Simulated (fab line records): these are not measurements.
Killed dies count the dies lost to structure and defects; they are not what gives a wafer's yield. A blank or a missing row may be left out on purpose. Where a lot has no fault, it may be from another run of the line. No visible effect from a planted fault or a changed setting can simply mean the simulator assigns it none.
fab line records	flow n5-finfet
record lots=10	wafers=27	last-day=17
route steps=1938 shown BEOL_M2@864 BEOL_M4@1111 PASSIVATION@1936
lots untouched by any fault: they come from a run of this same line in which no faults occurred
start-h: hours from the record's first day to the start of the lot's first wafer shown	wait-h: hours elapsed since this lot's preceding step	" same as the row above	L1.1+2: one row covering several wafers at once	- no value, or no start given	* or withheld: withheld	< > ~ a bound
route shown NAME@n: NAME is a module with steps in the file, n the number in the route of the first one	usual: the fault-free wafers' mean and standard deviation	same: alike in all rows	chamber/n: place in a boat	sites: the reading at each site	_std_site: the standard deviation of these	_edge_site: inner sites' mean taken away from outer sites' mean	radius-mm: for every site, how far away it sits from the centre of the wafer	mask NAME#n: copy n	behind: tool/chamber where the wafer was last shaped	hold: why the lot was held/for how many hours/how that ended	device: the transistor (n, p or np) that didn't switch	end of line: tests of these same wafers at the route's end	where a step has no rows: the recipe by itself	killed: dies lost to structure and defects at the first sort, not the wafer's yield	map: a wafer's dies, marking killed ones x, the rest . and places with no die _
set.NAME: setting as actually run; set.NAME@STEP: the setting as run at that earlier step	model.NAME: the simulator's own value behind a step, which no gauge read
a sample of lots followed through the steps of the route, with each step as a table and each wafer as a row
services: a tool's chamber out of use, with start hour (start-h, from the record's first day; less than 0 if before it), hours out, and reason
## steps
# step N5_BEOL_M2_HM_OPEN_17
# recipe chemistry=Cl2/BCl3	target-depth-a=200	overetch-a=60	target=TiN	mask-material=SOC	ion-energy-ev=150	pressure-mtorr=10	icp-w=1000	bias-w=126	Cl2_flow_sccm=53.25	bcl3-flow-sccm=21.75	Ar_flow_sccm=25
# usual drypump-motor-current-A=5.5/0.57	oes-product-au=0.64/0.086	throttle-valve-pct=22.05/0.3
lot.wafer	tool	chamber	start-h	wait-h	drypump-motor-current-A	oes-product-au	rf-hours-counter-h	throttle-valve-pct
L454.4	rie-metal-02	1	137.57	0.1	5.0	0.58	-	21.79
L454.6	"	1	"	"	5.0	0.56	-	21.83
L455.2	rie-metal-02	1	147.85	0.0	5.0	0.57	85	21.82
L455.5	"	0	"	"	5.5	0.68	-	22.14
L456.4	rie-metal-01	0	152.48	0.1	5.1	0.58	-	22.54
L456.5	"	0	"	"	5.0	0.57	-	22.56
L456.6	"	1	"	"	6.6	0.78	-	21.90
L458.2	rie-metal-02	0	163.27	0.0	5.5	0.69	29	22.13
L458.3	"	1	"	"	5.0	0.56	-	21.81
L458.6	"	0	"	"	5.5	0.69	-	22.14
L457.1	rie-metal-01	1	166.97	0.0	6.6	0.77	8	21.88
L457.2	"	0	"	"	5.0	0.56	97	22.56
L457.6	"	1	"	"	6.6	0.77	-	21.90
L461.1	rie-metal-02	0	183.48	0.0	5.5	0.65	31	22.20
L461.3	"	1	"	"	5.0	0.56	-	21.81
L461.4	"	0	"	"	5.5	0.65	-	22.18
L462.1	rie-metal-02	0	190.30	0.0	5.5	0.65	31	22.19
L462.2	"	1	"	"	5.0	0.56	88	21.81
L462.4	"	0	"	"	5.5	0.65	-	22.21
L470.1	rie-metal-01	1	236.57	0.0	6.6	0.73	15	21.93
L470.2	"	0	"	"	5.0	0.56	104	22.58
L470.6	"	1	"	"	6.6	0.73	-	21.94
L471.1	rie-metal-01	1	244.25	0.0	6.6	0.74	15	21.89
L471.4	"	0	"	"	5.0	0.56	-	22.59
L471.6	"	1	"	"	6.6	0.74	-	21.90
L476.2	rie-metal-01	1	280.46	0.0	6.6	0.74	19	21.90
L476.5	"	1	"	"	6.6	0.73	-	21.91
# step N5_BEOL_M2_INSPECT_30
# recipe mode=adi	inspect-instrument=brightfield
# usual raw-defect-count=437/96
lot.wafer	tool	chamber	start-h	wait-h	raw-defect-count
L454.4	defect-inspect-02	-	138.26	0.0	363
L454.6	"	-	"	"	364
L455.2	defect-inspect-01	-	148.44	0.0	292
L455.5	"	-	"	"	376
L456.4	defect-inspect-02	-	153.05	0.0	433
L456.5	"	-	"	"	523
L456.6	"	-	"	"	652
L458.2	defect-inspect-02	-	163.97	0.0	373
L458.3	"	-	"	"	527
L458.6	"	-	"	"	539
L457.1	defect-inspect-01	-	167.59	0.1	371
L457.2	"	-	"	"	443
L457.6	"	-	"	"	300
L461.1	defect-inspect-02	-	184.11	0.1	452
L461.3	"	-	"	"	503
L461.4	"	-	"	"	616
L462.1	defect-inspect-01	-	190.99	0.1	442
L462.2	"	-	"	"	379
L462.4	"	-	"	"	464
L470.1	defect-inspect-01	-	237.15	0.1	430
L470.2	"	-	"	"	509
L470.6	"	-	"	"	374
L471.1	defect-inspect-01	-	244.83	0.1	475
L471.4	"	-	"	"	426
L471.6	"	-	"	"	555
L476.2	defect-inspect-01	-	281.18	0.0	319
L476.5	"	-	"	"	345
# step N5_BEOL_M2_ETCH_70
# recipe chemistry=N2/H2	target=SOC	target-depth-a=800	overetch-a=240	mask-material=SiARC	temp-c=40	time-s=130	ion-energy-ev=200	pressure-mtorr=30	source-w=840	bias-w=150	n2-flow-sccm=200	h2-flow-sccm=200
# usual drypump-motor-current-A=5.6/0.42	oes-product-au=0.60/0.064	rf-vpp-V=523.7/1.8	showerhead-plenum-p-Torr=2.54/0.059	throttle-valve-pct=17.93/0.23
lot.wafer	tool	chamber	start-h	wait-h	drypump-motor-current-A	oes-product-au	rf-hours-counter-h	rf-vpp-V	showerhead-plenum-p-Torr	throttle-valve-pct
L454.4	rie-diel-04	1	138.76	0.0	5.3	0.65	29	522.0	2.52	18.11
L454.6	"	2	"	"	5.5	0.67	-	522.0	2.51	17.95
L455.2	rie-diel-05	2	149.06	0.0	5.3	0.56	107	524.1	2.58	18.01
L455.5	"	2	"	"	5.3	0.57	-	524.9	2.58	18.00
L456.4	rie-diel-04	2	157.53	0.0	5.5	0.66	22	521.9	2.50	17.96
L456.5	"	2	"	"	5.5	0.67	-	521.3	2.50	17.95
L456.6	"	1	"	"	5.3	0.64	-	523.9	2.52	18.12
L458.2	rie-diel-03	0	167.17	0.0	5.8	0.50	245	524.2	2.51	17.93
L458.3	"	3	"	"	5.5	0.66	18	525.7	2.61	17.89
L458.6	"	0	"	"	5.8	0.50	-	523.5	2.51	17.92
L457.1	rie-diel-05	0	168.53	0.0	5.9	0.52	181	521.4	2.43	17.84
L457.2	"	2	"	"	5.3	0.56	113	524.4	2.58	18.02
L457.6	"	2	"	"	5.3	0.57	-	524.9	2.58	17.99
L461.1	rie-diel-03	1	186.63	0.0	6.3	0.61	81	524.0	2.57	17.84
L461.3	"	2	"	"	5.3	0.51	237	525.9	2.60	18.02
L461.4	"	1	"	"	6.3	0.61	-	524.5	2.57	17.85
L462.1	rie-diel-04	2	191.34	0.0	5.5	0.66	31	521.8	2.50	17.97
L462.2	"	3	"	"	6.3	0.52	236	527.0	2.62	18.06
L462.4	"	1	"	"	5.3	0.63	50	523.3	2.51	18.16
L470.1	rie-diel-03	1	241.87	0.0	6.3	0.59	104	525.4	2.56	17.87
L470.2	"	2	"	"	5.3	0.76	0	526.4	2.60	17.55
L470.6	"	0	"	"	5.8	0.68	-	522.9	2.50	17.51
L471.1	rie-diel-05	2	247.94	0.0	5.3	0.55	137	525.1	2.57	18.04
L471.4	"	1	"	"	5.3	0.65	40	526.4	2.62	18.16
L471.6	"	1	"	"	5.3	0.65	-	525.6	2.62	18.17
L476.2	rie-diel-05	3	291.43	0.0	5.8	0.51	214	521.7	2.50	18.11
L476.5	"	0	"	"	6.0	0.50	-	519.9	2.41	17.91
# step N5_BEOL_M2_OCD_MEAS_38
# usual trench-depth-nm=55.3/1.6
lot.wafer	tool	chamber	start-h	wait-h	trench-depth-nm
L454.4	ocd-01	-	139.13	-	57.0
L454.6	"	-	"	"	56.3
L455.2	ocd-02	-	149.42	-	52.9
L455.5	"	-	"	"	52.8
L456.4	ocd-02	-	157.90	-	56.2
L456.5	"	-	"	"	56.3
L456.6	"	-	"	"	56.4
L458.2	ocd-02	-	167.53	-	51.7
L458.3	"	-	"	"	58.6
L458.6	"	-	"	"	52.5
L457.1	ocd-01	-	168.89	-	54.0
L457.2	"	-	"	"	52.4
L457.6	"	-	"	"	52.7
L461.1	ocd-01	-	186.99	-	42.9
L461.3	"	-	"	"	54.7
L461.4	"	-	"	"	38.3
L462.1	ocd-02	-	191.70	-	53.2
L462.2	"	-	"	"	55.1
L462.4	"	-	"	"	48.3
L470.1	ocd-01	-	242.23	-	55.0
L470.2	"	-	"	"	56.7
L470.6	"	-	"	"	53.5
L471.1	ocd-02	-	248.30	-	52.4
L471.4	"	-	"	"	55.9
L471.6	"	-	"	"	55.9
L476.2	ocd-01	-	291.79	-	53.9
L476.5	"	-	"	"	54.5
# step N5_BEOL_M2_DEGAS_44
# recipe ambient=vacuum	temp-c=250	time-s=60
# usual heater-power-w=331/24	susceptor-temp-C=249.98/0.18
lot.wafer	tool	chamber	start-h	wait-h	heater-power-w	susceptor-temp-C
L454.4	pvd-sputter-03	-	139.32	0.0	358	249.97
L454.6	"	-	"	"	365	249.74
L455.2	pvd-sputter-02	-	149.91	0.3	350	250.05
L455.5	"	-	"	"	288	250.10
L456.4	pvd-sputter-02	-	158.39	0.3	286	250.28
L456.5	"	-	"	"	360	250.05
L456.6	"	-	"	"	287	249.78
L458.2	pvd-sputter-03	-	168.09	0.4	337	250.20
L458.3	"	-	"	"	339	250.20
L458.6	"	-	"	"	320	249.96
L457.1	pvd-sputter-02	-	169.20	0.1	288	250.07
L457.2	"	-	"	"	344	249.65
L457.6	"	-	"	"	309	250.08
L461.1	pvd-sputter-01	-	188.37	1.2	348	249.88
L461.3	"	-	"	"	311	249.72
L461.4	"	-	"	"	304	249.87
L462.1	pvd-sputter-02	-	192.43	0.5	292	249.92
L462.2	"	-	"	"	307	250.07
L462.4	"	-	"	"	349	249.79
L470.1	pvd-sputter-03	-	242.93	0.5	351	249.65
L470.2	"	-	"	"	352	250.01
L470.6	"	-	"	"	345	249.68
L471.1	pvd-sputter-01	-	248.58	0.1	359	250.00
L471.4	"	-	"	"	360	249.67
L471.6	"	-	"	"	356	250.11
L476.2	pvd-sputter-03	-	292.12	0.2	349	250.19
L476.5	"	-	"	"	330	249.92
# step N5_BEOL_M4_RC_MEAS_101
# usual DIBL_N=36.0/2	DIBL_P=35.9/2.5	IOFF_N=0.16/0.038	IOFF_P=0.21/0.04	ION_N=675/14	ION_P=462/9.4	SERP_M2_max_site=201/21	SS_N=71.5/0.75	SS_P=73.2/0.74	VT_N=250/3.9	VT_P=-251/3.2
lot.wafer	tool	chamber	start-h	wait-h	DIBL_N[mV/V]	DIBL_P[mV/V]	IOFF_N[nA/um]	IOFF_P[nA/um]	ION_N[uA/um]	ION_P[uA/um]	SERP_M2_max_site[ohm/um]	SS_N[mV/dec]	SS_P[mV/dec]	VT_N[mV]	VT_P[mV]
L454.4	prober-01	0	164.16	0.5	35.2	35.1	0.17	0.22	691	472	200	70.9	73.1	244	-245
L454.6	"	0	"	"	36.8	35.2	0.21	0.22	694	466	201	71.7	73.5	242	-246
L455.2	prober-01	0	178.60	0.2	40.0	37.8	0.23	0.28	690	468	186	72.1	74.2	242	-246
L455.5	"	0	"	"	32.6	30.3	0.12	0.18	679	474	212	69.8	72.2	249	-251
L456.4	prober-01	0	182.65	0.5	36.7	37.6	0.18	0.24	670	463	179	72.8	73.0	249	-249
L456.5	"	0	"	"	37.8	38.4	0.21	0.24	678	455	200	73.3	74.1	250	-249
L456.6	"	0	"	"	34.0	33.3	0.13	0.16	667	459	193	72.2	73.1	257	-254
L458.2	prober-02	0	192.72	0.2	36.9	37.7	0.20	0.25	705	478	199	71.5	73.2	244	-246
L458.3	"	0	"	"	37.0	39.5	0.18	0.28	681	474	180	71.4	74.4	249	-249
L458.6	"	0	"	"	37.0	38.4	0.18	0.26	692	479	193	71.2	73.7	247	-248
L457.1	prober-01	0	197.12	0.0	37.3	37.2	0.17	0.19	664	446	189	72.3	73.7	251	-255
L457.2	"	0	"	"	32.4	31.9	0.11	0.14	654	445	206	70.8	72.6	256	-257
L457.6	"	0	"	"	38.7	39.4	0.20	0.25	670	459	230	71.8	74.5	246	-251
L461.1	prober-02	0	212.35	0.0	35.6	34.3	0.16	0.23	701	483	~5.4054e+05	71.3	72.8	243	-245
L461.3	"	0	"	"	34.8	33.3	0.13	0.22	683	475	192	69.7	72.4	248	-248
L461.4	"	0	"	"	35.3	34.1	0.14	0.23	686	472	~5.4054e+05	70.6	72.8	248	-247
L462.1	prober-01	0	216.26	0.0	35.4	34.6	0.14	0.15	656	445	188	71.9	72.7	252	-257
L462.2	"	0	"	"	37.5	39.3	0.18	0.25	675	459	224	71.5	73.4	247	-250
L462.4	"	0	"	"	35.8	36.0	0.14	0.17	656	451	~5.4054e+05	71.8	73.3	254	-256
L470.1	prober-02	0	269.86	0.0	33.6	34.1	0.12	0.17	669	457	189	71.5	72.7	255	-253
L470.2	"	0	"	"	35.3	36.7	0.14	0.20	647	447	191	71.2	72.7	251	-249
L470.6	"	0	"	"	34.5	37.0	0.14	0.21	688	473	202	70.9	73.6	250	-249
L471.1	prober-02	0	272.75	0.0	33.8	34.0	0.11	0.18	664	460	263	70.7	72.6	254	-251
L471.4	"	0	"	"	41.3	42.8	0.28	0.35	705	482	201	72.3	74.6	240	-243
L471.6	"	0	"	"	34.4	34.7	0.13	0.19	673	464	195	70.6	72.5	252	-252
L476.2	prober-01	0	311.46	0.2	38.3	37.2	0.19	0.21	689	465	198	72.3	74.2	249	-253
L476.5	"	0	"	"	39.1	37.9	0.21	0.22	679	454	230	73.5	73.3	246	-250
# step N5_PASSIVATION_PROBE_49
# usual defect-limited-yield=91.3/1.5	killed_at_M0_to_M3=33/12	killed_at_M4_up=15/5.2	killed-at-contacts=12/5.1	killed-at-front-end=39/11	killed-at-other=5/3.6	killed-dies=103/18	killed-on-rim=14/4.3	killed-open=67/13	killed-short=33/7.8	sort_bin_5_function=5.1/0.96	sort_bin_6_memory=3.2/0.71	sort-n-pass=1077/18	sort-yield-pct=91.3/1.5
# same gross-dies=1180	killed-at-back-side=0	sort_bin_4_leakage[%]=0	sort_bin_8_speed[%]=0
lot.wafer	tool	chamber	start-h	wait-h	defect-limited-yield[%]	killed_at_M0_to_M3	killed_at_M4_up	killed-at-contacts	killed-at-front-end	killed-at-other	killed-dies	killed-on-rim	killed-open	killed-short	sort_bin_5_function[%]	sort_bin_6_memory[%]	sort-n-pass	sort-yield-pct[%]
L456.4	prober-02	-	278.62	0.2	90.9	43	14	13	31	6	107	16	81	24	4.7	4.2	1073	90.9
L456.5	prober-02	-	278.67	0.2	90.3	43	13	14	39	5	114	17	72	32	4.5	4.2	1066	90.3
L456.6	prober-02	-	278.72	0.3	89.8	47	24	7	35	7	120	13	81	38	6.5	3.5	1060	89.8
L458.2	prober-01	-	286.51	0.1	89.1	46	16	10	45	12	129	13	73	56	6.2	4.2	1051	89.1
L458.3	prober-01	-	286.56	0.1	89.3	50	12	17	43	4	126	18	98	28	5.7	4.6	1054	89.3
L458.6	prober-01	-	286.71	0.3	91.7	37	14	7	34	6	98	6	63	35	4.9	3.2	1082	91.7
L461.1	prober-02	-	306.11	0.0	72.8	265	9	2	42	3	321	122	71	43	23.6	3.3	859	72.8
L461.3	prober-02	-	306.21	0.1	91.8	30	22	4	33	8	97	18	54	36	4.2	3.3	1083	91.8
L461.4	prober-02	-	306.26	0.2	64.4	340	26	10	41	3	420	103	80	37	30.1	5.5	760	64.4
L462.1	prober-01	-	313.76	0.0	86.5	77	7	12	60	3	159	42	79	26	10.1	3.3	1021	86.5
L462.2	prober-01	-	313.81	0.1	90.9	21	9	17	58	2	107	17	64	36	4.7	3.6	1073	90.9
L462.4	prober-01	-	313.91	0.2	73.8	202	9	11	82	5	309	54	85	44	20.4	4.2	871	73.8
L470.1	prober-01	-	365.18	0.0	92.6	29	12	10	25	11	87	11	53	33	4.7	2.5	1093	92.6
L470.2	prober-01	-	365.23	0.1	90.3	31	11	10	47	15	114	15	66	43	5.5	3.1	1066	90.3
L470.6	prober-01	-	365.43	0.3	90.9	29	12	11	46	9	107	11	60	47	6.6	2.1	1073	90.9
L471.1	prober-01	-	383.32	0.1	92.3	33	13	8	35	2	91	15	57	28	4.3	2.6	1089	92.3
L471.4	prober-01	-	383.47	0.2	90.3	43	15	7	47	2	114	12	68	46	5.2	3.9	1066	90.3
L471.6	prober-01	-	383.57	0.3	92.1	35	20	5	32	1	93	12	65	27	4.9	2.8	1087	92.1
# killed by level:class
L456.4 BEOL_M0_SAQP:geometric-particle:open=13 FIN_SAQP:geometric-particle:open=10 MOL_CONTACT_COAG:geometric-particle:open=9 BEOL_M4:geometric-particle:open=9 BEOL_M2:geometric-particle:open=7 BEOL_M3:geometric-particle:open=7 DUMMY_GATE:geometric-particle:open=6 BEOL_M0_SAQP:geometric-particle:short=6
L456.5 BEOL_M0_SAQP:geometric-particle:short=13 BEOL_M0_SAQP:geometric-particle:open=13 MOL_CONTACT_COAG:geometric-particle:open=10 HKMG_FIN:area-etch=8 DUMMY_GATE:geometric-particle:open=7 BEOL_M3:geometric-particle:open=7 STI_FIN_REVEAL:geometric-particle:open=6 BEOL_M0:geometric-particle:open=5
L456.6 BEOL_M0_SAQP:geometric-particle:open=14 BEOL_M4:geometric-particle:open=12 BEOL_M3:geometric-particle:open=9 BEOL_M4:geometric-particle:short=7 DUMMY_GATE:geometric-particle:open=6 MOL_CONTACT_COAG:geometric-particle:open=6 FIN_SAQP:geometric-particle:open=5 FIN_SAQP:geometric-particle:short=5
L458.2 BEOL_M0_SAQP:geometric-particle:short=14 GATE_CUT:geometric-particle:short=11 BEOL_M0_SAQP:geometric-particle:open=10 GATE_CUT:geometric-particle:open=9 MOL_CONTACT_COAG:geometric-particle:open=7 STI_FIN_REVEAL:geometric-particle:open=6 BEOL_M2:geometric-particle:open=6 BEOL_M3:geometric-particle:open=6
L458.3 MOL_CONTACT_COAG:geometric-particle:open=16 STI_FIN_REVEAL:geometric-particle:open=15 BEOL_M2:geometric-particle:open=15 BEOL_M1:geometric-particle:open=10 FIN_SAQP:geometric-particle:open=8 BEOL_M3:geometric-particle:open=6 BEOL_M0_SAQP:geometric-particle:open=5 STI_FIN_REVEAL:geometric-particle:short=4
L458.6 BEOL_M0_SAQP:geometric-particle:short=9 STI_FIN_REVEAL:geometric-particle:open=8 MOL_CONTACT_COAG:geometric-particle:open=7 FIN_SAQP:geometric-particle:open=6 BEOL_M1:geometric-particle:open=6 BEOL_M2:geometric-particle:open=6 BEOL_M3:geometric-particle:short=6 FIN_SAQP:geometric-particle:short=5
L461.1 BEOL_M2:area-open=207 BEOL_M1:geometric-particle:open=14 BEOL_M0_SAQP:geometric-particle:short=12 BEOL_M0_SAQP:geometric-particle:open=12 FIN_SAQP:geometric-particle:open=8 BEOL_M3:geometric-particle:open=8 DUMMY_GATE:geometric-particle:open=6 STI_FIN_REVEAL:geometric-particle:open=5
L461.3 BEOL_M4:geometric-particle:open=8 BEOL_M0_SAQP:geometric-particle:short=7 BEOL_M2:geometric-particle:open=7 BEOL_M4:geometric-particle:short=7 HKMG_FIN:area-etch=7 DUMMY_GATE:geometric-particle:short=6 FIN_SAQP:geometric-particle:open=5 BEOL_M5:geometric-particle:open=5
L461.4 BEOL_M2:area-open=303 BEOL_M1:geometric-particle:open=11 DUMMY_GATE:geometric-particle:open=9 BEOL_M0_SAQP:geometric-particle:open=8 MOL_CONTACT_COAG:geometric-particle:open=7 STI_FIN_REVEAL:geometric-particle:open=6 GATE_CUT:geometric-particle:short=6 BEOL_M4:geometric-particle:open=6
L462.1 BEOL_M2:area-open=54 STI_FIN_REVEAL:geometric-particle:open=27 FIN_SAQP:geometric-particle:open=11 MOL_CONTACT_COAG:geometric-particle:open=10 FIN_SAQP:geometric-particle:short=6 BEOL_M2:geometric-particle:open=5 STI_FIN_REVEAL:geometric-particle:short=4 BEOL_M0_SAQP:geometric-particle:open=4
L462.2 FIN_SAQP:geometric-particle:open=13 MOL_CONTACT_COAG:geometric-particle:open=10 STI_FIN_REVEAL:geometric-particle:open=8 FIN_SAQP:geometric-particle:short=7 MOL_CONTACT_COAG:geometric-particle:short=7 HKMG_FIN:area-etch=7 BEOL_M3:geometric-particle:open=6 STARTING-WAFER:geometric-particle:open=6
L462.4 BEOL_M2:area-open=164 FIN_SAQP:geometric-particle:short=18 HKMG_FIN:area-etch=15 FIN_SAQP:geometric-particle:open=14 STI_FIN_REVEAL:geometric-particle:open=14 BEOL_M2:geometric-particle:open=10 MOL_CONTACT_COAG:geometric-particle:open=9 DUMMY_GATE:geometric-particle:open=7
L470.1 MOL_CONTACT_COAG:geometric-particle:open=9 BEOL_M0_SAQP:geometric-particle:short=8 FIN_SAQP:geometric-particle:open=7 BEOL_M2:geometric-particle:open=7 BEOL_M3:geometric-particle:open=5 FIN_SAQP:geometric-particle:short=4 BEOL_M0_SAQP:geometric-particle:open=4 BEOL_M4:geometric-particle:open=4
L470.2 BEOL_M2:geometric-particle:open=11 FIN_SAQP:geometric-particle:short=8 FIN_SAQP:geometric-particle:open=7 MOL_CONTACT_COAG:geometric-particle:open=7 DUMMY_GATE:geometric-particle:open=6 GATE_CUT:geometric-particle:short=6 STARTING-WAFER:geometric-particle:short=6 BEOL_M3:geometric-particle:open=6
L470.6 FIN_SAQP:geometric-particle:short=21 BEOL_M3:geometric-particle:open=9 MOL_CONTACT_COAG:geometric-particle:open=8 BEOL_M2:geometric-particle:open=7 FIN_SAQP:geometric-particle:open=6 DUMMY_GATE:geometric-particle:open=6 STARTING-WAFER:geometric-particle:open=5 BEOL_M2:geometric-particle:short=4
L471.1 STI_FIN_REVEAL:geometric-particle:open=10 BEOL_M0_SAQP:geometric-particle:short=8 MOL_CONTACT_COAG:geometric-particle:open=6 BEOL_M0_SAQP:geometric-particle:open=5 BEOL_M3:geometric-particle:open=5 BEOL_M2:geometric-particle:open=5 FIN_SAQP:geometric-particle:short=4 BEOL_M0:geometric-particle:open=4
L471.4 FIN_SAQP:geometric-particle:open=15 FIN_SAQP:geometric-particle:short=12 BEOL_M0_SAQP:geometric-particle:open=10 BEOL_M0_SAQP:geometric-particle:short=9 BEOL_M5:geometric-particle:open=8 BEOL_M3:geometric-particle:open=8 STI_FIN_REVEAL:geometric-particle:open=6 MOL_CONTACT_COAG:geometric-particle:short=5
L471.6 BEOL_M0_SAQP:geometric-particle:open=10 BEOL_M3:geometric-particle:open=10 FIN_SAQP:geometric-particle:open=9 FIN_SAQP:geometric-particle:short=9 BEOL_M4:geometric-particle:open=7 BEOL_M0_SAQP:geometric-particle:short=5 BEOL_M5:geometric-particle:open=5 STI_FIN_REVEAL:geometric-particle:open=4
## services
tool	chamber	start-h	hours	kind
rie-diel-05	1	114.63	-	clean
rie-diel-05	1	114.63	-	consumable-replace:focus-ring
rie-diel-05	1	114.63	18.1	scheduled-down
rie-diel-05	1	114.63	18.1	vent-cycle
rie-metal-02	0	144.98	2.3	repair
rie-diel-04	3	149.33	7.2	repair
rie-metal-02	-	158.34	0.6	repair
pvd-sputter-02	-	166.21	1.9	repair
rie-diel-04	2	169.75	12.7	repair
rie-metal-01	-	179.59	0.4	repair
rie-diel-03	0	180.04	-	clean
rie-diel-03	0	180.04	-	consumable-replace:focus-ring
rie-diel-03	0	180.04	25.4	scheduled-down
rie-diel-03	0	180.04	25.4	vent-cycle
pvd-sputter-03	-	186.93	2.6	repair
rie-diel-04	2	205.62	6.8	repair
rie-metal-02	0	218.57	12.5	repair
rie-diel-03	2	222.26	-	clean
rie-diel-03	2	222.26	-	consumable-replace:focus-ring
rie-diel-03	2	222.26	19.4	scheduled-down
rie-metal-02	-	233.20	1.2	repair
rie-metal-02	-	247.54	2.8	pm
rie-diel-05	3	257.16	2.8	repair
rie-diel-04	2	277.62	3.7	repair
## key
first-sign step=N5_BEOL_M2_OCD_MEAS_38	reading=trench-depth-nm	direction=down	sigmas=5.9	usual=55.3	struck=45.7
effect step=N5_BEOL_M4_RC_MEAS_101	reading=SERP_M2_max_site	direction=up	sigmas=99+	usual=201	struck=~4.0545e+05	wafers-moved=3
effect step=N5_PASSIVATION_PROBE_49	reading=sort_bin_5_function	direction=up	sigmas=17	usual=5.1	struck=21.1
more-kills-born-at N5_BEOL_M2_HM_OPEN_17@rie-metal-02=728
met-at N5_BEOL_M2_HM_OPEN_17
struck-lots L461,L462
struck-wafers L461.1,L461.4,L462.1,L462.4
baseline-loss step=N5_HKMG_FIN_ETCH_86	wafers=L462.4
not-acting-at N5_BEOL_M2_INSPECT_30,N5_BEOL_M2_ETCH_70,N5_BEOL_M2_DEGAS_44
onset-between 163.27 183.48
fault kind=process-parameter-drift	tool=rie-metal-02	chamber=-	onset-h=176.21	steps=N5_BEOL_M2_HM_OPEN_17	channel=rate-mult	offset=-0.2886	shape=step	end-h=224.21	scope=struck-wafers-only
# baseline-loss: these wafers lose ten dies or more at that step, a loss of the line's own and not of a fault; the sort's usual values leave them out
